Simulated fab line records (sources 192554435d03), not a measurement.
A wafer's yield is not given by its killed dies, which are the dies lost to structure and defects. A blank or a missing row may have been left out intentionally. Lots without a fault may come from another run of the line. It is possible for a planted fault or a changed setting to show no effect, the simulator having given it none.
Chamber matching + flow n5_finfet + N5_BEOL_M15_ETCH_57 on rie_diel-03: 4 sister chambers
The step etches SOC in N2/H2, time 750 s. 14 wafers are shown with their chamber, then 7 later ones without.

## WAFERS WITH THEIR CHAMBER
| wafer  | chamber | drypump_motor_current_A (A) | showerhead_plenum_p_Torr (Torr) | throttle_valve_pct (%) |
|--------|---------|-----------------------------|---------------------------------|------------------------|
| L074.1 | 2       | 5.0                         | 2.54                            | 17.79                  |
| L074.3 | 3       | 5.6                         | 2.69                            | 17.52                  |
| L074.6 | 0       | 5.9                         | 2.53                            | 17.86                  |
| L078.1 | 3       | 5.7                         | 2.69                            | 17.52                  |
| L078.2 | 1       | 6.0                         | 2.41                            | 17.89                  |
| L078.6 | 1       | 6.0                         | 2.41                            | 17.91                  |
| L083.3 | 3       | 5.6                         | 2.68                            | 17.53                  |
| L083.4 | 2       | 5.0                         | 2.53                            | 17.79                  |
| L083.5 | 2       | 5.0                         | 2.53                            | 17.83                  |
| L086.1 | 2       | 5.0                         | 2.53                            | 17.84                  |
| L086.2 | 0       | 5.9                         | 2.52                            | 17.89                  |
| L086.5 | 3       | 5.6                         | 2.68                            | 17.55                  |
| L089.2 | 3       | 5.6                         | 2.68                            | 17.57                  |
| L089.4 | 0       | 5.9                         | 2.52                            | 17.90                  |

SIGNATURES (averages over the wafers above)
| reading                  | chamber 0 | chamber 1 | chamber 2 | chamber 3 | scatter within a chamber |
|--------------------------|-----------|-----------|-----------|-----------|--------------------------|
| drypump_motor_current_A  | 5.900     | 6.000     | 5.000     | 5.620     | 0.0283                   |
| showerhead_plenum_p_Torr | 2.5233    | 2.4100    | 2.5325    | 2.6840    | 0.00512                  |
| throttle_valve_pct       | 17.8833   | 17.9000   | 17.8125   | 17.5380   | 0.0224                   |
Rule: distance of a wafer from a chamber = root of the sum over the readings of ((wafer's reading minus chamber's mean) / reading's scatter) squared. The wafer belongs to the nearest chamber; if the next one is less than 2 further off, it can't be placed. The scatter is the square root of a quotient: the sum, over the shown wafers, of each reading's squared deviation from its chamber's mean, divided by wafers minus chambers.

## WAFERS WHOSE CHAMBER IS MISSING
| wafer  | drypump_motor_current_A (A) | showerhead_plenum_p_Torr (Torr) | throttle_valve_pct (%) |
|--------|-----------------------------|---------------------------------|------------------------|
| L089.6 | 5.9                         | 2.52                            | 17.91                  |
| L090.1 | 5.9                         | 2.52                            | 17.93                  |
| L090.2 | 6.0                         | 2.40                            | 17.94                  |
| L090.6 | 6.0                         | 2.40                            | 17.95                  |
| L095.2 | 5.0                         | 2.52                            | 17.87                  |
| L095.4 | 5.9                         | 2.52                            | 17.93                  |
| L095.5 | 5.6                         | 2.67                            | 17.59                  |

## CHAMBER TAKEN BY EACH
| wafer  | from the rows above | in truth |
|--------|---------------------|----------|
| L089.6 | 0                   | 0        |
| L090.1 | 0                   | 0        |
| L090.2 | 1                   | 1        |
| L090.6 | 1                   | 1        |
| L095.2 | 2                   | 2        |
| L095.4 | 0                   | 0        |
| L095.5 | 3                   | 3        |
Correctly placed: 7 of 7. Not placeable from these rows: 0. Number placed wrongly: 0.
